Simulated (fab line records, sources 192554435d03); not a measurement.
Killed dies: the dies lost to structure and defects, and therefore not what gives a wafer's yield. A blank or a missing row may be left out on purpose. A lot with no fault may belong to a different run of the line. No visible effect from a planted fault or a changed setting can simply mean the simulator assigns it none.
A struck lot beside a sound one ; flow n5Finfet ; 39 out of 1938 route steps
Sound: these wafers, L700.1, L700.2, L700.6. Struck: wafer L717.5 (L717.3, L717.6, from the same lot, were not struck and are left out); the cause is given at the end.
Per side, at each step with rows, come the tool, then ch with its chambers, and then its first start. Under that, the readings that differ: sound wafers ; struck wafers ; difference of the means ; sigmas: that difference in standard deviations of wafers without a fault.
alike: words and numbers the same on both sides, and readings whose means are apart by under 2 such deviations; not compared: readings that were withheld, readings missing a value for some wafer, numbers with overlapping values and no deviation given by the record, and bounds like >300 which may hide the same value.
A row with sigmas, a row that says differs or no value, or rows on one side alone: a step with any of these is where the two part. Numbers that don't overlap but have no deviation are shown without sigmas and don't part them. A reading missing from all wafers of one side parts the sides only when that side holds two or more wafers.

first, 10 steps without rows for these wafers: N5_BEOL_M4_STRIP_36 (strips in N2/H2); N5_BEOL_M4_TRENCH_ETCH_37 (etches SiOC in C4F6/O2, target depth 55.555 nm, time 29.2 s); N5_BEOL_M4_ETCH_41 (etches SiCN in CH3F/O2, target depth 29.9 nm, time 52.5 s); N5_BEOL_M4_STRIP_97 (strips in N2/H2, time 10 s); N5_BEOL_M4_HM_STRIP_39 (strips TiN in peroxide tin strip, target depth 25 nm, time 158 s); N5_BEOL_M4_SRD_40 (time 30 s); N5_BEOL_M4_PRECLEAN_42 (cleans in residue remover, time 60 s); N5_BEOL_M4_SRD_43 (time 30 s); N5_BEOL_M4_DEGAS_44 (time 60 s); N5_BEOL_M4_PRE_CLEAN_45 (time 30 s).
N5_BEOL_M4_ALD_84: deposits TaN, pulse time 2 s, purge time 3 s, co reactant purge time 2 s.
  sound on aldMetal-01 ch 2,3, day 8 23:22; struck on aldMetal-01 ch 1, day 14 17:20
  alike: heaterPowerOuterW, heaterPowerW, mfcCarrierSccm, precursorVesselPressureTorr
  not compared: sinceWetCleanH
then, 26 steps without rows for these wafers: N5_BEOL_M4_SURFACE_TREAT_85; N5_BEOL_M4_CVD_47 (deposits Co from CCTBA/H2, target thk 3 nm, time 223.8 s); N5_BEOL_M4_SPUTTER_48 (material Cu, target thk 4.5 nm, time 8.29 s); N5_BEOL_M4_ANNEAL_49 (time 240 s); N5_BEOL_M4_SPUTTER_79 (material Cu, target thk 4.5 nm, time 8.29 s); N5_BEOL_M4_ANNEAL_80 (time 240 s); N5_BEOL_M4_SPUTTER_81 (material Cu, target thk 4.5 nm, time 8.29 s); N5_BEOL_M4_ANNEAL_82 (time 240 s); N5_BEOL_M4_SPUTTER_86 (material Cu, target thk 4.5 nm, time 8.29 s); N5_BEOL_M4_ANNEAL_87 (time 240 s); N5_BEOL_M4_SPUTTER_88 (material Cu, target thk 4.5 nm, time 8.29 s); N5_BEOL_M4_ANNEAL_89 (time 240 s); N5_BEOL_M4_SPUTTER_90 (material Cu, target thk 4.5 nm, time 8.29 s); N5_BEOL_M4_ANNEAL_91 (time 240 s); N5_BEOL_M4_SPUTTER_92 (material Cu, target thk 4.5 nm, time 8.29 s); N5_BEOL_M4_ANNEAL_93 (time 240 s); N5_BEOL_M4_SPUTTER_94 (material Cu, target thk 4.5 nm, time 8.29 s); N5_BEOL_M4_ANNEAL_95 (time 240 s); N5_BEOL_M4_SPUTTER_96 (material Cu, target thk 4.5 nm, time 8.29 s); N5_BEOL_M4_ECD_50 (material Cu, target thk 300 nm); N5_BEOL_M4_ANNEAL_51 (time 90 s); N5_BEOL_M4_CMP_52 (polishes, stops on SiOC, t overpolish 6.8 s, target thk 40 nm); N5_BEOL_M4_PRE_CLEAN_60 (time 15 s); N5_BEOL_M4_CO_CAP_55 (material Co, precursor CCTBA/H2, target thk 2 nm, time 102.1 s); N5_BEOL_M4_PRE_CLEAN_56 (time 15 s); N5_BEOL_M4_DEP_57 (deposits SiCN from 3MS/NH3, target thk 8 nm, time 14 s).
N5_BEOL_M4_RC_MEAS_101:
  sound on prober-02 ch 0, day 9 02:45; struck on prober-02 ch 0, day 14 21:26
reading;sound;struck;difference;sigmas
COMB_M4_max_site (S/m);8.9e-11 7.6e-11 6e-11;1.87e-10;+1.12e-10;+7
IOFF_N (nA/um);0.18 0.14 0.17;0.25;+0.09;+2
  alike: DIBL_N, DIBL_P, IOFF_P, ION_N, ION_P, SS_N, SS_P, VT_N, VT_P
-- record jumps: 4 days separate the struck wafers' starts on either side; left off in module BEOL_M4, taken up again in module PASSIVATION, whose first shown step is the route's number 1936 --
N5_PASSIVATION_PROBE_49:
  sound on prober-02, day 14 03:44; struck on prober-02, day 19 04:02
reading;sound;struck;difference;sigmas
defectLimitedYield (%);93.0 91.9 92.3;87.2;-5.2;-4
killed_at_M0_to_M3;24 33 26;63;+35;+3
killedDies;83 95 91;151;+61;+4
killedOpen;53 72 62;107;+45;+4
sort_bin_4_leakage (%);0 0 0;0.59;+0.59;+27
sort_bin_5_function (%);3.7 4.7 3.2;7.3;+3.4;+4
sortNPass;1097 1085 1089;1029;-61;-4
sortYieldPct (%);93.0 91.9 92.3;87.2;-5.2;-4
  alike: killed_at_M4_up, killedAtContacts, killedAtFrontEnd, killedAtOther, killedShort, sort_bin_6_memory

== WHERE THEY PART ==
First at N5_BEOL_M4_RC_MEAS_101; last, within this record, at N5_PASSIVATION_PROBE_49.

WHY: what had been put in by the simulator
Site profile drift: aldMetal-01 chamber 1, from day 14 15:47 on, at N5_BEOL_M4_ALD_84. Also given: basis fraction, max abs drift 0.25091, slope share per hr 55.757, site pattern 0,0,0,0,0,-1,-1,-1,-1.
